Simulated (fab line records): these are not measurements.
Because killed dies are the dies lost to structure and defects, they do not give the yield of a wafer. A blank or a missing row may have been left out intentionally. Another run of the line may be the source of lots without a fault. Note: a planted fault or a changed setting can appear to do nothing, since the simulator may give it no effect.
Matching of chambers / flow n5Finfet / N5_HKMG_FIN_CVD_62 on thermalCvdSi-02 has 3 sister chambers
The step deposits a-Si from Si2H6, target thk 3 nm, time 20.8 s. 3 wafers are shown with their chamber, then 7 later ones without.

## EACH WAFER AND ITS CHAMBER
wafer=L895.3; chamber=1; heaterPowerW (W)=1464
wafer=L897.1; chamber=0; heaterPowerW (W)=1451
wafer=L897.3; chamber=2; heaterPowerW (W)=1376

## WAFERS WITH NO CHAMBER GIVEN
wafer=L897.4; heaterPowerW (W)=1501
wafer=L903.2; heaterPowerW (W)=1426
wafer=L903.4; heaterPowerW (W)=1443
wafer=L903.6; heaterPowerW (W)=1368
wafer=L905.1; heaterPowerW (W)=1428
wafer=L905.2; heaterPowerW (W)=1332
wafer=L905.4; heaterPowerW (W)=1370

## CHAMBER TAKEN BY EACH
wafer=L897.4; from the rows above=can't be placed: 1 or 0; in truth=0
wafer=L903.2; from the rows above=can't be placed: 0 or 1 or 2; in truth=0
wafer=L903.4; from the rows above=can't be placed: 0 or 1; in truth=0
wafer=L903.6; from the rows above=2; in truth=2
wafer=L905.1; from the rows above=can't be placed: 0 or 1 or 2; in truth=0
wafer=L905.2; from the rows above=2; in truth=2
wafer=L905.4; from the rows above=2; in truth=2
3 of 7 placed correctly. Not placeable from these rows: 4 (in 4, the candidates include the true chamber). Wrongly placed: 0.
How it was worked out, from the rows above alone: a wafer's distance from a chamber is the root of the sum, over the readings, of the square of ((its reading less the chamber's mean) divided by the reading's scatter). If the next closest chamber is less than 2 further off than the closest, the wafer can't be placed; otherwise it belongs to the closest. Each chamber's mean is taken over the wafers shown for it. The scatter: root of mean squared gap, hidden wafer to nearest shown wafer, with one shown wafer a chamber.
